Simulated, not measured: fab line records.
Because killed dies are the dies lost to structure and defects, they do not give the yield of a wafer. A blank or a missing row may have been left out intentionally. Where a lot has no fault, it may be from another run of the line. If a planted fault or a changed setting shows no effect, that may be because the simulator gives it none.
Which of the tools did it? -- flow n5_finfet -- Sampling: 11 lots, 33 wafers, 4 of 1938 route steps

== WHAT THE GAUGES SHOWED, per wafer ==
N5_BEOL_M15_INSPECT_12: inspects for defects (macro). Usual: raw_defect_count reads 2.2 (standard deviation 1.4).
lot,measured,on,raw_defect_count,flag
L620,day 11 19:14,defect_inspect-02,3 1 4,
L622,day 12 09:33,defect_inspect-01,6 3 0,
L624,day 12 17:58,defect_inspect-02,1 3 0,
L625,day 12 22:58,defect_inspect-01,0 1 3,
L626,day 12 23:29,defect_inspect-02,2 3 0,
L629,day 13 22:52,defect_inspect-02,1 4 1,
L630,day 14 04:41,defect_inspect-02,1 4 2,
L634,day 14 23:31,defect_inspect-01,4 1 1,
L635,day 15 02:38,defect_inspect-01,0 3 1,
L636,day 16 00:47,defect_inspect-02,3 0 3,
L639,day 16 08:40,defect_inspect-01,2 4 3,

N5_BEOL_M15_CD_MEAS_28 targets a cd of 407.6 nm. Usual: cd_nm reads 407.2 nm (standard deviation 1.7).
lot,measured,on,cd_nm (nm),flag
L620,day 11 20:40,cd_sem-02,405.4 406.7 405.4,
L622,day 12 11:13,cd_sem-01,407.0 406.7 406.6,
L624,day 12 20:26,cd_sem-01,407.0 408.7 408.1,
L625,day 13 00:24,cd_sem-01,407.1 406.8 406.4,
L626,day 13 00:54,cd_sem-02,408.2 408.8 408.7,
L629,day 14 00:21,cd_sem-02,406.7 407.7 405.8,
L630,day 14 06:23,cd_sem-03,406.6 406.3 407.1,
L634,day 15 01:03,cd_sem-01,411.1 410.8 410.5,
L635,day 15 04:12,cd_sem-02,409.2 407.5 407.5,
L636,day 16 02:35,cd_sem-01,407.1 406.4 406.5,
L639,day 16 10:04,cd_sem-02,407.9 409.8 410.3,

N5_BEOL_M15_OVL_MEAS_29. Usual: M15_OVL -1 nm, standard deviation 4.3.
lot,measured,on,M15_OVL (nm),flag
L620,day 11 20:42,overlay-02,-2 -2 5,
L622,day 12 11:15,overlay-01,-2 8 0,
L624,day 12 20:28,overlay-02,-1 -1 -6,
L625,day 13 00:26,overlay-01,62 59 59,OFF
L626,day 13 00:56,overlay-01,61 61 55,OFF
L629,day 14 00:23,overlay-02,3 3 -2,
L630,day 14 06:25,overlay-02,-5 -9 -2,
L634,day 15 01:05,overlay-01,1 0 2,
L635,day 15 04:14,overlay-02,-8 1 -3,
L636,day 16 02:37,overlay-02,4 -3 -1,
L639,day 16 10:06,overlay-02,-5 -9 -11,

== TOOL THAT RAN EACH LOT (tool first, then ch and the chambers of the sampled wafers, then the start) ==
lot,N5_BEOL_M15_EXPOSE_25
L620,"krf_scanner-02 ch 0, day 11 20:31"
L622,"krf_scanner-01 ch 0, day 12 11:02"
L624,"krf_scanner-01 ch 0, day 12 20:16"
L625,"krf_scanner-01 ch 0, day 13 00:14"
L626,"krf_scanner-01 ch 0, day 13 00:44"
L629,"krf_scanner-02 ch 0, day 14 00:11"
L630,"krf_scanner-02 ch 0, day 14 06:12"
L634,"krf_scanner-02 ch 0, day 15 00:53"
L635,"krf_scanner-02 ch 0, day 15 04:01"
L636,"krf_scanner-02 ch 0, day 16 02:25"
L639,"krf_scanner-02 ch 0, day 16 09:53"
- N5_BEOL_M15_EXPOSE_25: exposes mask M15, target cd 400 nm.

== WHAT THE TOOLS THEMSELVES READ (means of the sampled wafers that have a number; where no wafer has one, the mark that the record gives instead) ==
The record holds no such reading with a usual standard deviation.

== THE ANSWER, worked out from the rows above alone ==
Rule: a lot is off if the mean of its wafers that have a number lies more than 3 standard deviations from the usual mean. A lot without any number at a reading at which 4 lots or more have one is off too. The other lots that the step has rows for count as sound. The gauges are gone through in route order, then the tools' own readings, and for those a lot's mean is taken as printed above. At the first step where some lot is off, the reading lying furthest off is the one used; lots without a number count as furthest.
Off: at N5_BEOL_M15_OVL_MEAS_29 (M15_OVL), L625, L626.
If a tool, at a process step before that reading, ran all the lots that are off and no sound lot after the first of them, it fits. Gauges at N5_BEOL_M15_OVL_MEAS_29: tried the same way as those tools. One fits: krf_scanner-01 at N5_BEOL_M15_EXPOSE_25. A fault onset in the window from L624 (day 12 20:16, its last sound lot) to L625 (day 13 00:14, its first lot off) fits.

== WHAT THE SIMULATOR HAD PUT IN ==
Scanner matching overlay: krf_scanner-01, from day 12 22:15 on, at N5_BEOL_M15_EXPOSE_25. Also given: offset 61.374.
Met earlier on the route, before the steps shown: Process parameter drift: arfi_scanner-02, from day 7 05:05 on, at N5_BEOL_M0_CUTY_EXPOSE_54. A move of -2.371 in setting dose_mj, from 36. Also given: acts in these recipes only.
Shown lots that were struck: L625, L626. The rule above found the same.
